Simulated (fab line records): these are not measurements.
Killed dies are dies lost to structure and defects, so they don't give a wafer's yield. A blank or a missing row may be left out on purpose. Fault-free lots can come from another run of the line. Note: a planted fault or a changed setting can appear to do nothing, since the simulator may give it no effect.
Chamber matching -- flow n5Finfet -- N5_BEOL_M5_STRIP_19 on rieDiel-05 has 4 sister chambers
The step strips in O2. 22 wafers are shown with their chamber, then 11 later ones without.

WAFERS WITH THEIR CHAMBER
wafer,chamber,drypumpMotorCurrentA (A),showerheadPlenumPTorr (Torr),throttleValvePct (%)
L075.1,0,6.8,2.21,16.50
L075.2,1,5.4,1.99,16.56
L075.3,2,5.1,2.05,16.75
L075.4,0,6.8,2.21,16.51
L075.5,2,5.0,2.05,16.77
L075.6,1,5.4,1.99,16.55
L076.1,3,5.1,2.24,16.50
L076.2,2,5.1,2.05,16.76
L076.4,2,5.1,2.05,16.76
L078.1,1,5.4,1.99,16.57
L078.2,2,5.0,2.05,16.76
L078.3,3,5.1,2.23,16.48
L078.4,0,6.8,2.20,16.51
L078.5,3,5.1,2.23,16.49
L078.6,2,5.1,2.05,16.77
L081.1,1,5.4,1.99,16.59
L081.3,3,5.1,2.23,16.52
L081.4,2,5.1,2.05,16.77
L083.1,0,6.8,2.20,16.55
L083.4,1,5.4,1.99,16.59
L083.5,2,5.1,2.05,16.78
L086.1,2,5.0,2.04,16.80

SIGNATURES (means of the wafers above)
reading,chamber 0,chamber 1,chamber 2,chamber 3,scatter within a chamber
drypumpMotorCurrentA,6.800,5.400,5.067,5.100,0.0333
showerheadPlenumPTorr,2.2050,1.9900,2.0489,2.2325,0.00383
throttleValvePct,16.5175,16.5720,16.7689,16.4975,0.0172
Rule: for a wafer and a chamber, the distance is found by dividing, reading by reading, the gap between the wafer's reading and the chamber's mean by the reading's scatter, squaring, summing and taking the root. If the next closest chamber is less than 2 further off than the closest, the wafer can't be placed; otherwise it belongs to the closest. How the scatter is found: for the shown wafers, subtract from each reading the mean of its chamber, square and add these, divide the total by (wafers less chambers), then take the root.

WAFERS WITH NO CHAMBER GIVEN
wafer,drypumpMotorCurrentA (A),showerheadPlenumPTorr (Torr),throttleValvePct (%)
L086.2,5.4,1.99,16.60
L086.3,5.1,2.23,16.52
L086.4,6.8,2.20,16.53
L086.5,6.8,2.20,16.54
L086.6,5.1,2.23,16.53
L090.2,5.0,2.04,16.82
L090.3,5.1,2.23,16.52
L090.5,5.4,1.98,16.61
L092.2,5.1,2.23,16.55
L092.4,5.4,1.98,16.61
L092.5,6.8,2.19,16.57

WHICH CHAMBER EACH ONE RAN IN
wafer,from the rows above,in truth
L086.2,1,1
L086.3,3,3
L086.4,0,0
L086.5,0,0
L086.6,3,3
L090.2,2,2
L090.3,3,3
L090.5,1,1
L092.2,3,3
L092.4,1,1
L092.5,0,0
Placed correctly: 11 of 11. From these rows, 0 cannot be placed. Number placed wrongly: 0.
